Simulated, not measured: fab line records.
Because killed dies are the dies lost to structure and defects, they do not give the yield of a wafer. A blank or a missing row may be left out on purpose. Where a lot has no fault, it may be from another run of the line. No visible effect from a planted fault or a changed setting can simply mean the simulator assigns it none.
fab line records | flow n5Finfet
[record] lots = 7 | wafers = 21
route steps=1938 shown BEOL_M15@1779 PASS1_DEP@1831 TV_OPEN@1890 PASSIVATION@1930
startH: hours from the record's opening day to when the first of the lot's shown wafers began | waitH: time in hours since the lot's previous step | " same as the row above | L1.1+2: several wafers, shown together as one row | - either no value or no given start | * or withheld: withheld | < > ~ a bound
route shown NAME@n: a module of which the file shows steps, and the number in the route of the first | usual: mean/standard deviation taken from wafers without a fault | same: alike in all rows | chamber/n: place in a boat | sites: each site's reading | _std_site: the values' standard deviation | _edge_site: the outer-site mean with the inner-site mean subtracted | radiusMm: how far each site lies from the wafer's centre | mask NAME#n: copy n | behind: the tool/chamber that last shaped the wafer | hold: why the lot went on hold/how many hours it stayed there/how the hold came to an end | device: whichever transistor did not switch (one of n, p or np) | end of line: the same wafers' tests at the end of the route | step lacking rows: just its recipe | killed: dies that structure and defects cost at the first sort, which is not the same as the wafer's yield | map: a wafer's dies, x killed, . not, _ none there
set.NAME: setting as actually run; set.NAME@STEP: the setting as run at that earlier step | model.NAME: the simulator's own value behind a step, which no gauge read
lots where settings were altered on purpose, with a table for each step and a row for each wafer
[[steps]]
[step N5_BEOL_M15_EXPOSE_07]
[recipe] maskId = V14 | na = 0.8 | sourceShape = annular | sigmaInner = 0.5 | sigmaOuter = 0.8 | polarization = unpolarized | attpsmPhaseDeg = 180 | doseMj = 41.25
lot.wafer  | tool          | chamber | startH | waitH | mask  | set.doseMj
L074.1+3+6 | krfScanner-01 | 0       | 248.31 | -     | V14#0 | 41.25
L075.1+2+5 | krfScanner-01 | 0       | 261.38 | -     | V14#0 | 41.25
L077.1     | krfScanner-02 | 0       | 270.89 | -     | V14#0 | 42.85
L077.3+6   | "             | 0       | "      | "     | V14#0 | 41.25
L083.2     | krfScanner-01 | 0       | 310.65 | -     | V14#0 | 41.25
L083.5+6   | "             | 0       | "      | "     | V14#0 | 38.4
L088.1+4+5 | krfScanner-02 | 0       | 334.32 | -     | V14#0 | 41.25
L090.3+6   | krfScanner-01 | 0       | 342.55 | -     | V14#0 | 44.24
L090.5     | "             | 0       | "      | "     | V14#0 | 41.25
L093.1+4+5 | krfScanner-01 | 0       | 363.87 | -     | V14#0 | 41.25
[step N5_BEOL_M15_PEB_08]
[recipe] pebTempC = 130 | pebTimeS = 90
[step N5_BEOL_M15_DEVELOP_09]
[recipe] developTimeS = 45 | rinseLiquid = diw | dry = airSpin | devTempC = 21
[step N5_BEOL_M15_HARDBAKE_14]
[recipe] tempC = 130 | timeS = 120
[step N5_BEOL_M15_CD_MEAS_10]
[recipe] targetCdNm = 360 | landingEnergyEv = 500 | detector = seInlens | polarity = opening
[usual] cdNm = 360.4/1.1
lot.wafer | tool     | chamber | startH | waitH | set.doseMj@BEOL_M15_EXPOSE_07 | cdNm
L074.1    | cdSem-01 | 0       | 248.48 | -     | 41.25                         | 360.2
L074.3    | "        | 0       | "      | "     | 41.25                         | 358.5
L074.6    | "        | 0       | "      | "     | 41.25                         | 358.3
L075.1    | cdSem-02 | 0       | 261.55 | -     | 41.25                         | 358.6
L075.2    | "        | 0       | "      | "     | 41.25                         | 358.9
L075.5    | "        | 0       | "      | "     | 41.25                         | 359.6
L077.1    | cdSem-02 | 0       | 271.06 | -     | 42.85                         | 368.0
L077.3    | "        | 0       | "      | "     | 41.25                         | 360.5
L077.6    | "        | 0       | "      | "     | 41.25                         | 359.5
L083.2    | cdSem-03 | 0       | 310.82 | -     | 41.25                         | 359.3
L083.5    | "        | 0       | "      | "     | 38.4                          | 348.4
L083.6    | "        | 0       | "      | "     | 38.4                          | 348.4
L088.1    | cdSem-01 | 0       | 334.49 | -     | 41.25                         | 360.3
L088.4    | "        | 0       | "      | "     | 41.25                         | 360.2
L088.5    | "        | 0       | "      | "     | 41.25                         | 360.5
L090.3    | cdSem-01 | 0       | 342.71 | -     | 44.24                         | 371.9
L090.5    | "        | 0       | "      | "     | 41.25                         | 360.1
L090.6    | "        | 0       | "      | "     | 44.24                         | 372.5
L093.1    | cdSem-03 | 0       | 364.04 | -     | 41.25                         | 358.1
L093.4    | "        | 0       | "      | "     | 41.25                         | 358.5
L093.5    | "        | 0       | "      | "     | 41.25                         | 358.9
[step N5_BEOL_M15_DESCUM_15]
[recipe] chemistry = O2 | timeS = 7.9 | sourcePowerW = 50 | biasPowerW = 20 | pressureMtorr = 20 | rfFrequencyHz = 2.712e+07 | tempC = 40 | o2FlowSccm = 225
[step N5_BEOL_M15_ETCH_59]
[recipe] chemistry = N2/H2 | target = BARC | targetDepthA = 890 | overetchA = 267 | timeS = 67.9 | ionEnergyEv = 200 | pressureMtorr = 30 | sourceW = 840 | biasW = 150 | n2FlowSccm = 200 | h2FlowSccm = 200
[step N5_BEOL_M15_VIA_ETCH_16]
[recipe] chemistry = C4F8/O2/Ar | target = SiO2 | heInnerTorr = 15 | heOuterTorr = 30 | targetDepthA = 17922 | timeS = withheld | ionEnergyEv = 800 | pressureMtorr = 20 | sourceW = 1905 | biasW = 2040 | Ar_flow_sccm = 400 | C4F8_flow_sccm = 16 | O2_flow_sccm = 12 | ends = cleared
lot.wafer | tool       | chamber | startH | waitH | set.timeS@BEOL_M15_ILD_DEP_00 | model.etch.depthNm | model.coat_of_BEOL_M15_COAT_04.thkNm
L074.1    | rieDiel-03 | 1       | 248.94 | 0.0   | *                             | 1617               | 333.8
L074.3    | "          | 3       | "      | "     | *                             | 1647               | 331.8
L074.6    | "          | 1       | "      | "     | *                             | 1895               | 267
L075.1    | rieDiel-03 | 0       | 261.74 | 0.0   | *                             | 1629               | 336.8
L075.2    | "          | 2       | "      | "     | *                             | 1633               | 337.2
L075.5    | "          | 2       | "      | "     | *                             | 1657               | 333.4
L077.1    | rieDiel-05 | 2       | 271.23 | 0.0   | *                             | 1657               | 326
L077.3    | "          | 1       | "      | "     | *                             | 1651               | 331
L077.6    | "          | 2       | "      | "     | *                             | 1617               | 335.2
L083.2    | rieDiel-03 | 1       | 310.99 | 0.0   | *                             | 1624               | 332.2
L083.5    | "          | 1       | "      | "     | *                             | 1521               | 357.8
L083.6    | "          | 0       | "      | "     | *                             | 1638               | 329
L088.1    | rieDiel-03 | 3       | 335.26 | 0.0   | *                             | 1472               | 371.2
L088.4    | "          | 1       | "      | "     | *                             | 1501               | 364.6
L088.5    | "          | 0       | "      | "     | *                             | 1627               | 339.2
L090.3    | rieDiel-05 | 0       | 342.96 | 0.0   | *                             | 1600               | 335.2
L090.5    | "          | 2       | "      | "     | *                             | 1618               | 331.4
L090.6    | "          | 1       | "      | "     | *                             | 1557               | 349.4
L093.1    | rieDiel-04 | 3       | 364.22 | 0.0   | *                             | 1779               | 300.4
L093.4    | "          | 1       | "      | "     | *                             | 1814               | 296
L093.5    | "          | 3       | "      | "     | *                             | 1650               | 334.2
[step N5_BEOL_M15_STRIP_63]
[recipe] chemistry = O2 | powerW = 600 | tempC = 60 | pressureMtorr = 30 | rfFrequencyHz = 6e+07 | biasPowerW = 0 | overashFraction = 0.3 | o2FlowSccm = 225
[step N5_BEOL_M15_STRIP_64]
[recipe] chemistry = O2 | powerW = 600 | tempC = 60 | pressureMtorr = 30 | rfFrequencyHz = 6e+07 | biasPowerW = 0 | overashFraction = 0.3 | o2FlowSccm = 225
[step N5_BEOL_M15_STRIP_65]
[recipe] chemistry = postEtchResidueRemover | timeS = 60 | tempC = 25 | removerPh = withheld | removerWaterWtPct = withheld | removerFluorideWtPct = withheld
[step N5_BEOL_M15_SRD_66]
[recipe] timeS = 30 | tempC = 23 | rinseLiquid = diw | dry = n2Spin | spinRpm = 1500 | dryTimeS = 30
[step N5_BEOL_M15_CD_MEAS_17]
[recipe] targetCdNm = 360 | polarity = opening
[usual] cdNm = 361.9/1.5
lot.wafer | tool     | chamber | startH | waitH | set.doseMj@BEOL_M15_EXPOSE_07 | cdNm
L074.1    | cdSem-01 | -       | 249.35 | 0.0   | 41.25                         | 361.8
L074.3    | "        | -       | "      | "     | 41.25                         | 360.3
L074.6    | "        | -       | "      | "     | 41.25                         | 363.1
L075.1    | cdSem-02 | -       | 262.15 | 0.0   | 41.25                         | 359.6
L075.2    | "        | -       | "      | "     | 41.25                         | 359.9
L075.5    | "        | -       | "      | "     | 41.25                         | 360.7
L077.1    | cdSem-02 | -       | 271.64 | 0.0   | 42.85                         | 371.5
L077.3    | "        | -       | "      | "     | 41.25                         | 362.3
L077.6    | "        | -       | "      | "     | 41.25                         | 361.1
L083.2    | cdSem-01 | -       | 311.40 | 0.0   | 41.25                         | 361.0
L083.5    | "        | -       | "      | "     | 38.4                          | 348.1
L083.6    | "        | -       | "      | "     | 38.4                          | 349.9
L088.1    | cdSem-02 | -       | 335.67 | 0.0   | 41.25                         | 360.9
L088.4    | "        | -       | "      | "     | 41.25                         | 358.4
L088.5    | "        | -       | "      | "     | 41.25                         | 362.0
L090.3    | cdSem-01 | -       | 343.38 | 0.0   | 44.24                         | 371.5
L090.5    | "        | -       | "      | "     | 41.25                         | 361.0
L090.6    | "        | -       | "      | "     | 44.24                         | 372.2
L093.1    | cdSem-01 | -       | 364.63 | 0.0   | 41.25                         | 359.4
L093.4    | "        | -       | "      | "     | 41.25                         | 360.5
L093.5    | "        | -       | "      | "     | 41.25                         | 359.3
[step N5_BEOL_M15_SPUTTER_44]
[recipe] material = Ta | targetThkA = 150 | tempC = 50 | biasV = 80 | powerW = 15000 | chamberPressurePa = 0.07 | timeS = 24.19
lot.wafer | tool          | chamber | startH | waitH | set.powerW | model.Ta_of_BEOL_M15_SPUTTER_44.thkNm
L074.1    | pvdSputter-01 | -       | 252.79 | 0.0   | 15000      | 15
L074.3    | "             | -       | "      | "     | 12820      | 12.8
L074.6    | "             | -       | "      | "     | 15000      | 14.6
L075.1+5  | pvdSputter-02 | -       | 266.27 | 0.0   | 15000      | 15.2
L075.2    | "             | -       | "      | "     | 15000      | 15.4
L077.1+6  | pvdSputter-03 | -       | 274.69 | 0.0   | 15000      | 15
L077.3    | "             | -       | "      | "     | 17100      | 17.2
L083.2    | pvdSputter-03 | -       | 315.66 | 0.0   | 16800      | 16.8
L083.5+6  | "             | -       | "      | "     | 15000      | 15
L088.1+4  | pvdSputter-03 | -       | 338.25 | 0.0   | 13310      | 13.2
L088.5    | "             | -       | "      | "     | 15000      | 15
L090.3+5  | pvdSputter-01 | -       | 345.70 | 0.0   | 15000      | 15.2
L090.6    | "             | -       | "      | "     | 14040      | 14.2
L093.1    | pvdSputter-01 | -       | 368.49 | 0.0   | 13150      | 13.4
L093.4+5  | "             | -       | "      | "     | 15000      | 15
[step N5_PASSIVATION_PECVD_00]
[recipe] material = SiO2 | targetThkA = 2000 | tempC = 400 | precursor = SiH4/N2O | pressureTorr = 2.7 | rfW = 608 | timeS = 11.2
lot.wafer | tool     | chamber | startH | waitH | set.timeS | model.SiO2_of_PASSIVATION_PECVD_00.thkNm
L074.1    | pecvd-01 | 0       | 254.97 | 0.8   | 11.2      | 200.2
L074.3    | "        | 1       | "      | "     | 11.2      | 200.6
L074.6    | "        | 1       | "      | "     | 11.2      | 205.2
L075.1    | pecvd-01 | 0       | 268.45 | 0.8   | 11.2      | 198.4
L075.2    | "        | 1       | "      | "     | 11.2      | 198.6
L075.5    | "        | 2       | "      | "     | 11.2      | 199.6
L077.1    | pecvd-02 | 0       | 276.88 | 0.8   | 11.2      | 199.2
L077.3    | "        | 1       | "      | "     | 12.7      | 227.6
L077.6    | "        | 1       | "      | "     | 12.7      | 229.6
L083.2    | pecvd-02 | 2       | 317.84 | 0.7   | 11.2      | 199.2
L083.5    | "        | 0       | "      | "     | 11.2      | 202
L083.6    | "        | 2       | "      | "     | 11.2      | 201.8
L088.1    | pecvd-03 | 2       | 340.43 | 0.8   | 10.66     | 185.8
L088.4    | "        | 2       | "      | "     | 11.2      | 201.8
L088.5    | "        | 0       | "      | "     | 10.66     | 192.6
L090.3    | pecvd-01 | 2       | 348.28 | 0.5   | 11.2      | 196.8
L090.5    | "        | 2       | "      | "     | 11.2      | 200.4
L090.6    | "        | 1       | "      | "     | 11.2      | 200
L093.1    | pecvd-03 | 0       | 370.69 | 0.8   | 9.667     | 172.8
L093.4    | "        | 2       | "      | "     | 9.667     | 173
L093.5    | "        | 1       | "      | "     | 11.2      | 201.4
[step N5_PASSIVATION_ETCH_15]
[recipe] chemistry = CF4/N2 | target = SiCN | targetDepthA = 750 | taperDeg = 2 | timeS = 81.2 | ionEnergyEv = 150 | maskMaterial = SiNx | pressureMtorr = 40 | sourceW = 430 | biasW = 70 | Ar_flow_sccm = 100 | cf4FlowSccm = 60 | n2FlowSccm = 60
[usual] rfVppV = 382.4/2
lot.wafer | tool       | chamber | startH | waitH | set.biasW | rfVppV
L074.1    | rieDiel-03 | 0       | -      | -     | 70        | 381.4
L074.3    | "          | 1       | "      | "     | 75.26     | 398.0
L074.6    | "          | 0       | "      | "     | 70        | 382.3
L075.1    | rieDiel-05 | 2       | -      | -     | 70        | 384.6
L075.2    | "          | 1       | "      | "     | 70        | 384.1
L075.5    | "          | 0       | "      | "     | 70        | 381.4
L077.1    | rieDiel-03 | 1       | -      | -     | 70        | 379.2
L077.3    | "          | 2       | "      | "     | 70        | 383.4
L077.6    | "          | 1       | "      | "     | 70        | 379.0
L083.2    | rieDiel-05 | 1       | -      | -     | 70        | 384.3
L083.5    | "          | 0       | "      | "     | 61.4      | 351.0
L083.6    | "          | 3       | "      | "     | 70        | 380.9
L088.1    | rieDiel-03 | 2       | -      | -     | 73.43     | 394.1
L088.4    | "          | 0       | "      | "     | 70        | 381.8
L088.5    | "          | 2       | "      | "     | 73.43     | 395.9
L090.3    | rieDiel-05 | 0       | -      | -     | 70        | 380.0
L090.5    | "          | 3       | "      | "     | 70        | 379.9
L090.6    | "          | 0       | "      | "     | 70        | 380.9
L093.1    | rieDiel-04 | 1       | -      | -     | 64.92     | 363.1
L093.4    | "          | 0       | "      | "     | 64.92     | 364.5
L093.5    | "          | 3       | "      | "     | 70        | 380.0
[step N5_PASSIVATION_ETCH_54]
[recipe] chemistry = CHF3/O2 | target = SiO2 | targetDepthA = 8800 | CHF3_flow_sccm = 50 | O2_flow_sccm = 5 | Ar_flow_sccm = 200 | timeS = 440 | maskMaterial = PR | pressureMtorr = 30 | sourceW = 650 | biasW = 170 | ionEnergyEv = 200
lot.wafer | tool       | chamber | startH | waitH | set.timeS | model.etch.depthNm | model.PASSIVATION.featureDepthNm
L074.1    | rieDiel-01 | 0       | 266.63 | 0.1   | 515.7     | 1000               | 1000
L074.3    | "          | 2       | "      | "     | 515.7     | 1038               | 1038
L074.6    | "          | 0       | "      | "     | 440       | 858.4              | 858.4
L075.1    | rieDiel-01 | 1       | 280.66 | 0.1   | 440       | 884.6              | 884.6
L075.2    | "          | 0       | "      | "     | 440       | 860.4              | 860.4
L075.5    | "          | 3       | "      | "     | 440       | 878.6              | 878.6
L077.1    | rieDiel-02 | 3       | 286.19 | 0.1   | 440       | 871.5              | 871.4
L077.3    | "          | 2       | "      | "     | 512.2     | 1024               | 1024
L077.6    | "          | 3       | "      | "     | 440       | 864.8              | 864.8
L083.2    | rieDiel-06 | 2       | 328.38 | 0.1   | 440       | 872.1              | 872
L083.5    | "          | 3       | "      | "     | 440       | 876.6              | 876.6
L083.6    | "          | 0       | "      | "     | 440       | 875                | 875
L088.1    | rieDiel-02 | 2       | 352.50 | 0.1   | 523.6     | 1056               | 1056
L088.4    | "          | 0       | "      | "     | 523.6     | 1066               | 1066
L088.5    | "          | 2       | "      | "     | 440       | 889.9              | 889.8
L090.3    | rieDiel-02 | 0       | 359.29 | 0.1   | 494.8     | 1007               | 1007
L090.5    | "          | 1       | "      | "     | 440       | 906                | 906
L090.6    | "          | 2       | "      | "     | 494.8     | 995.2              | 995.2
L093.1    | rieDiel-06 | 2       | 380.77 | 0.1   | 440       | 879.1              | 879.2
L093.4    | "          | 0       | "      | "     | 440       | 890.2              | 890.2
L093.5    | "          | 2       | "      | "     | 346.7     | 686.1              | 686
[[key]]
[split] step = N5_BEOL_M15_EXPOSE_07 | setting = doseMj | stated = 41.25 | by = wafer
[response] step = N5_BEOL_M15_CD_MEAS_10 | reading = cdNm | change = +1.68 | per = 1% | r = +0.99
[response] step = N5_BEOL_M15_CD_MEAS_17 | reading = cdNm | change = +1.73 | per = 1% | r = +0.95
[split] step = N5_BEOL_M15_SPUTTER_44 | setting = powerW | stated = 15000 | by = wafer
[response] step = N5_BEOL_M15_SPUTTER_44 | reading = model.Ta_of_BEOL_M15_SPUTTER_44.thkNm | change = +0.147 | per = 1% | r = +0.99
[split] step = N5_PASSIVATION_PECVD_00 | setting = timeS | stated = 11.2 | by = wafer
[response] step = N5_PASSIVATION_PECVD_00 | reading = model.SiO2_of_PASSIVATION_PECVD_00.thkNm | change = +2.17 | per = 1% | r = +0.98
[split] step = N5_PASSIVATION_ETCH_15 | setting = biasW | stated = 70 | by = wafer
[response] step = N5_PASSIVATION_ETCH_15 | reading = rfVppV | change = +2.44 | per = 1% | r = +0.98
[split] step = N5_PASSIVATION_ETCH_54 | setting = timeS | stated = 440 | by = wafer
[response] step = N5_PASSIVATION_ETCH_54 | reading = model.etch.depthNm | change = +9.13 | per = 1% | r = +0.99
[response] step = N5_PASSIVATION_ETCH_54 | reading = model.PASSIVATION.featureDepthNm | change = +9.13 | per = 1% | r = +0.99
split outsideThisFile step=N5_BEOL_M15_ILD_DEP_00 setting=timeS
// split outsideThisFile: this setting was split too, and the file shows its column; the key of that split is in another file
